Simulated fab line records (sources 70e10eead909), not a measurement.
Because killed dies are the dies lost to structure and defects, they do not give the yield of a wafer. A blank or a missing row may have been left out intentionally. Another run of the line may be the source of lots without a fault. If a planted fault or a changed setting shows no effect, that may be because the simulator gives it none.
Which of the tools did it? ; flow nandHarc ; Sampling: 11 lots, 33 wafers, 5 of 1302 route steps

== WHAT THE GAUGES SHOWED, per wafer ==
NHARC_P_GATE_CD_MEAS_59: target cd 720 nm. Usual: cdNm reads 719.8 nm (standard deviation 1.2).
lot;measured;on;cdNm (nm);flag
L539;day 5 12:11;cdSem-02;719.9 719.0 719.4;
L540;day 6 02:04;cdSem-03;718.4 720.3 720.1;
L545;day 8 01:09;cdSem-01;727.7 728.2 727.3 727.4 728.4 727.8;OFF
L553;day 11 21:19;cdSem-03;717.6 719.3 718.8;
L554;day 12 03:35;cdSem-03;719.5 719.0 718.2;
L556;day 12 16:53;cdSem-02;719.9 720.0 719.8;
L558;day 13 12:03;cdSem-03;719.1 718.2 718.0;
L559;day 13 19:29;cdSem-01;719.8 719.9 719.4;
L560;day 14 06:43;cdSem-02;718.6 722.1 720.7;
L561;day 15 01:53;cdSem-01;718.6 718.6 721.6;
L562;day 15 07:29;cdSem-01;719.3 717.2 720.4;

== TOOL THAT RAN EACH LOT (tool first, then ch and the chambers of the sampled wafers, then the start) ==
lot;NHARC_P_STI_ETCH_15;NHARC_P_GATE_HM_OPEN_105;NHARC_P_GATE_DESCUM_48;NHARC_P_GATE_EXPOSE_56
L539;rieSi-01 ch 0,3, day 2 20:47;rieDiel-07 ch 1,2,3, day 5 10:37 or earlier;rieDiel-04 ch 0,1,3, day 5 10:37;krfScanner-02 ch 0, day 5 12:01
L540;rieSi-04 ch 0,2,3, day 3 08:35;rieDiel-04 ch 0,3, day 6 00:37 or earlier;rieDiel-04 ch 0,2, day 6 00:37;krfScanner-02 ch 0, day 6 01:54
L545;rieSi-01 ch 0,2, day 5 09:46;rieDiel-07 ch 0,1,2, day 7 23:34 or earlier;rieDiel-04 ch 0,1,3, day 7 23:34;krfScanner-04 ch 0, day 8 01:00
L553;rieSi-04 ch 0,3, day 8 14:55;rieDiel-12 ch 1,3, day 11 19:40 or earlier;rieDiel-04 ch 2,3, day 11 19:40;krfScanner-03 ch 0, day 11 21:09
L554;rieSi-04 ch 0,1,3, day 9 04:21;rieDiel-07 ch 0,3, day 12 02:07 or earlier;rieDiel-07 ch 1,2,3, day 12 02:07;krfScanner-03 ch 0, day 12 03:26
L556;rieSi-01 ch 0,1,3, day 10 00:25;rieDiel-12 ch 0,3, day 12 15:26 or earlier;rieDiel-07 ch 0,1, day 12 15:26;krfScanner-03 ch 0, day 12 16:44
L558;rieSi-01 ch 1,2,3, day 10 17:08;rieDiel-04 ch 0,1,3, day 13 10:34 or earlier;rieDiel-04 ch 0,1,2, day 13 10:34;krfScanner-03 ch 0, day 13 11:53
L559;rieSi-05 ch 1,3, day 11 02:47;rieDiel-07 ch 0,1,2, day 13 17:48 or earlier;rieDiel-12 ch 0,1,2, day 13 17:48;krfScanner-02 ch 0, day 13 19:20
L560;rieSi-05 ch 0,1,2, day 11 14:58;rieDiel-07 ch 0,2, day 14 05:15 or earlier;rieDiel-04 ch 0,2, day 14 05:15;krfScanner-02 ch 0, day 14 06:34
L561;rieSi-05 ch 1,2, day 12 01:11;rieDiel-12 ch 0,2, day 15 00:17 or earlier;rieDiel-07 ch 0,1, day 15 00:17;krfScanner-04 ch 0, day 15 01:44
L562;rieSi-05 ch 0,1, day 12 09:24;rieDiel-07 ch 0,1,3, day 15 05:52 or earlier;rieDiel-12 ch 0,2,3, day 15 05:52;krfScanner-03 ch 0, day 15 07:19
- NHARC_P_STI_ETCH_15: etches the open film in HBr/Cl2, target depth 300 nm, time 100.1 s.
- NHARC_P_GATE_HM_OPEN_105: chemistry O2/COS, target depth 360 nm.
- NHARC_P_GATE_DESCUM_48: chemistry O2, time 3 s.
- NHARC_P_GATE_EXPOSE_56: exposes mask P PSD, target cd 720 nm.

== WHAT THE TOOLS THEMSELVES READ (means of the sampled wafers that have a number; where no wafer has one, the mark that the record gives instead) ==
NHARC_P_STI_ETCH_15. Usual: drypumpMotorCurrentA 5.9 A, standard deviation 0.46; oesProductAu 1.004 a.u., standard deviation 0.0088; throttleValvePct 26.406 %, standard deviation 0.0089.
lot;tool;drypumpMotorCurrentA (A);oesProductAu (a.u.);throttleValvePct (%);flag
L539;rieSi-01;5.9;1.008;26.408;
L540;rieSi-04;5.5;1.005;26.409;
L545;rieSi-01;6.1;0.999;26.404;
L553;rieSi-04;5.1;1.010;26.413;
L554;rieSi-04;5.3;1.014;26.406;
L556;rieSi-01;5.9;1.008;26.402;
L558;rieSi-01;5.6;1.008;26.414;
L559;rieSi-05;6.4;1.005;26.405;
L560;rieSi-05;6.0;1.000;26.409;
L561;rieSi-05;6.2;1.003;26.410;
L562;rieSi-05;5.8;1.004;26.403;

NHARC_P_GATE_HM_OPEN_105. Usual: drypumpMotorCurrentA 5.6 A, standard deviation 0.35; oesProductAu 0.994 a.u., standard deviation 0.01; rfVppV 466.4 V, standard deviation 3; showerheadPlenumPTorr 3.09 Torr, standard deviation 0.13; throttleValvePct 28.330 %, standard deviation 0.0096.
lot;tool;drypumpMotorCurrentA (A);oesProductAu (a.u.);rfVppV (V);showerheadPlenumPTorr (Torr);throttleValvePct (%);flag
L539;rieDiel-07;5.6;0.988;466.9;3.10;28.320;
L540;rieDiel-04;6.0;0.988;469.3;3.24;28.337;
L545;rieDiel-07;5.6;0.995;466.6;3.11;28.335;
L553;rieDiel-12;5.7;0.995;466.2;3.03;28.328;
L554;rieDiel-07;5.8;0.984;463.5;2.93;28.338;
L556;rieDiel-12;5.2;0.994;467.5;3.11;28.332;
L558;rieDiel-04;5.9;0.999;469.2;3.21;28.332;
L559;rieDiel-07;5.6;0.988;466.4;3.10;28.329;
L560;rieDiel-07;5.7;0.993;465.4;3.03;28.333;
L561;rieDiel-12;5.3;1.002;465.1;3.03;28.339;
L562;rieDiel-07;5.6;0.998;465.1;3.01;28.335;

NHARC_P_GATE_DESCUM_48. Usual: drypumpMotorCurrentA 5.6 A, standard deviation 0.36; oesProductAu 0.999 a.u., standard deviation 0.01; rfVppV 57.9 V, standard deviation 0.83; showerheadPlenumPTorr 1.92 Torr, standard deviation 0.079; throttleValvePct 11.311 %, standard deviation 0.0095.
lot;tool;drypumpMotorCurrentA (A);oesProductAu (a.u.);rfVppV (V);showerheadPlenumPTorr (Torr);throttleValvePct (%);flag
L539;rieDiel-04;5.9;0.995;58.3;1.98;11.310;
L540;rieDiel-04;5.9;0.995;58.5;2.02;11.309;
L545;rieDiel-04;5.8;1.006;58.2;1.97;11.311;
L553;rieDiel-04;5.7;1.005;58.3;1.92;11.309;
L554;rieDiel-07;5.6;0.983;58.2;1.90;11.322;
L556;rieDiel-07;5.5;0.988;57.5;1.90;11.312;
L558;rieDiel-04;5.7;1.009;57.7;1.99;11.308;
L559;rieDiel-12;5.5;0.996;57.1;1.85;11.309;
L560;rieDiel-04;5.9;1.005;57.7;2.01;11.311;
L561;rieDiel-07;5.6;0.996;57.7;1.84;11.321;
L562;rieDiel-12;5.3;0.999;58.1;1.88;11.311;

== THE ANSWER, worked out from the rows above alone ==
Rule: take the mean of a lot's wafers that have a number; if it is more than 3 standard deviations from the usual mean, the lot is off. A lot without any number at a reading at which 4 lots or more have one is off too. Where the step has rows for the other lots, those lots are counted as sound. After the gauges, taken in route order, come the tools' own readings; for these a lot's mean is taken, as printed above. The first step at which some lot is off is used, and at that step the reading that is off furthest; a lot without a number counts as furthest.
Off, at NHARC_P_GATE_CD_MEAS_59 on cdNm: L545.
A tool fits if, at a process step before that reading, it ran every lot that is off, and no sound lot after the first of them. Those tools and the gauges at NHARC_P_GATE_CD_MEAS_59 are tried in the same way. Because NHARC_P_GATE_HM_OPEN_105 lacks a start for some lots, the hours and order of its lots are taken from NHARC_P_GATE_DESCUM_48. None of those tried fits.

== WHAT THE SIMULATOR PUT IN ==
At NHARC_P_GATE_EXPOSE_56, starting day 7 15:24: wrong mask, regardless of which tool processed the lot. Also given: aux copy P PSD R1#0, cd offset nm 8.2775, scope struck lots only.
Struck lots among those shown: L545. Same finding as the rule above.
